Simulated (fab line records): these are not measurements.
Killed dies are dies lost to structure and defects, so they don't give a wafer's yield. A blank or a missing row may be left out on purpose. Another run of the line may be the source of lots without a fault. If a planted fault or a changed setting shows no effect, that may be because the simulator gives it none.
Split-lot experiment | flow n5_finfet | route with 1938 steps; 7 lots, 39 wafers read

== ABOUT THE SPLIT ==
At N5_DUMMY_GATE_ETCH_32 (etches SiO2 in CF4, target depth 3.5 nm, time 3.9 s), the setting time_s was moved away from the recipe's 3.9 s on 15 of the 39 wafers read, by -22.8% to -6.4%. This setting was run at the recipe's value on the other wafers.

The split's own step is where the reading is taken.

== THE READING ==
etch.depth_nm (the simulator's own value, which no gauge read), in nm, at N5_DUMMY_GATE_ETCH_32 (etches SiO2 in CF4, target depth 3.5 nm, time 3.9 s). The file does not state a usual value for it. Across the 24 wafers here that went through the recipe, the average is 3.513 nm and the standard deviation 0.04 nm.

wafer  | tool, chamber at the split | time_s as run, s | against the recipe | etch.depth_nm, nm | against lot-mates on the recipe
L078.1 | rie_si-04, 1               | 3.9              | recipe             | 3.503             | -
L078.2 | rie_si-04, 0               | 3.011            | -22.8%             | 2.711             | -0.782
L078.3 | rie_si-04, 3               | 3.011            | -22.8%             | 2.685             | -0.808
L078.4 | rie_si-04, 2               | 3.9              | recipe             | 3.493             | -
L078.5 | rie_si-04, 2               | 3.9              | recipe             | 3.483             | -
L078.6 | rie_si-04, 3               | 3.011            | -22.8%             | 2.67              | -0.823
L079.1 | rie_si-03, 1               | 3.9              | recipe             | 3.469             | -
L079.2 | rie_si-03, 3               | 3.652            | -6.4%              | 3.285             | -0.204
L079.3 | rie_si-03, 2               | 3.652            | -6.4%              | 3.283             | -0.206
L079.4 | rie_si-03, 0               | 3.652            | -6.4%              | 3.293             | -0.196
L079.5 | rie_si-03, 1               | 3.9              | recipe             | 3.466             | -
L079.6 | rie_si-03, 0               | 3.9              | recipe             | 3.531             | -
L080.1 | rie_si-01, 3               | 3.9              | recipe             | 3.454             | -
L080.2 | rie_si-01, 2               | 3.214            | -17.6%             | 2.9               | -0.593
L080.3 | rie_si-01, 1               | 3.214            | -17.6%             | 2.885             | -0.608
L080.4 | rie_si-01, 0               | 3.9              | recipe             | 3.565             | -
L080.5 | rie_si-01, 3               | 3.9              | recipe             | 3.46              | -
L080.6 | rie_si-01, 2               | 3.214            | -17.6%             | 2.899             | -0.594
L083.1 | rie_si-01, 3               | 3.9              | recipe             | 3.487             | -
L083.6 | rie_si-01, 3               | 3.9              | recipe             | 3.487             | -
L083.2 | rie_si-01, 2               | 3.9              | recipe             | 3.52              | -
L083.3 | rie_si-01, 0               | 3.9              | recipe             | 3.603             | -
L083.4 | rie_si-01, 1               | 3.9              | recipe             | 3.536             | -
L083.5 | rie_si-01, 0               | 3.9              | recipe             | 3.576             | -
L090.1 | rie_si-04, 0               | 3.9              | recipe             | 3.508             | -
L090.2 | rie_si-04, 3               | 3.132            | -19.7%             | 2.777             | -0.724
L090.3 | rie_si-04, 1               | 3.9              | recipe             | 3.484             | -
L090.4 | rie_si-04, 2               | 3.9              | recipe             | 3.511             | -
L090.5 | rie_si-04, 3               | 3.132            | -19.7%             | 2.79              | -0.711
L090.6 | rie_si-04, 0               | 3.132            | -19.7%             | 2.824             | -0.677
L091.1 | rie_si-01, 1               | 3.9              | recipe             | 3.501             | -
L091.2 | rie_si-01, 2               | 3.9              | recipe             | 3.538             | -
L091.5 | rie_si-01, 0               | 3.9              | recipe             | 3.586             | -
L095.1 | rie_si-04, 3               | 3.216            | -17.5%             | 2.877             | -0.643
L095.2 | rie_si-04, 2               | 3.9              | recipe             | 3.536             | -
L095.5 | rie_si-04, 2               | 3.9              | recipe             | 3.536             | -
L095.3 | rie_si-04, 0               | 3.216            | -17.5%             | 2.911             | -0.609
L095.4 | rie_si-04, 1               | 3.216            | -17.5%             | 2.893             | -0.627
L095.6 | rie_si-04, 3               | 3.9              | recipe             | 3.487             | -

FIT RESULTS
A straight line over all 39 wafers: etch.depth_nm changes by +0.0359 nm for each +1% of time_s; r = +0.99; the points scatter about the line by 0.034 nm.
The same after taking each lot's own level away (the mean of its wafers on the recipe; 39 wafers): +0.0352 nm for each +1%; r = +1.00; scatter 0.03 nm.
Per that fit: largest time_s move, reading shift of 0.8 nm.
Measured against the standard deviation above, the lots' own levels, which go from 3.4887 to 3.5417 nm, span 1.3 times it.
So the lot-to-lot level changes the slope little: the two slopes agree.
Check: -0.804 nm against its lot-mates is what the line predicts for one of the wafers moved furthest among these (-22.8%) when that wafer is left out of the fit. Against them it came out at -0.782 nm.

== THE FILE'S OWN FIT ==
etch.depth_nm changes by +0.0351 nm for each +1% of time_s, r = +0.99.
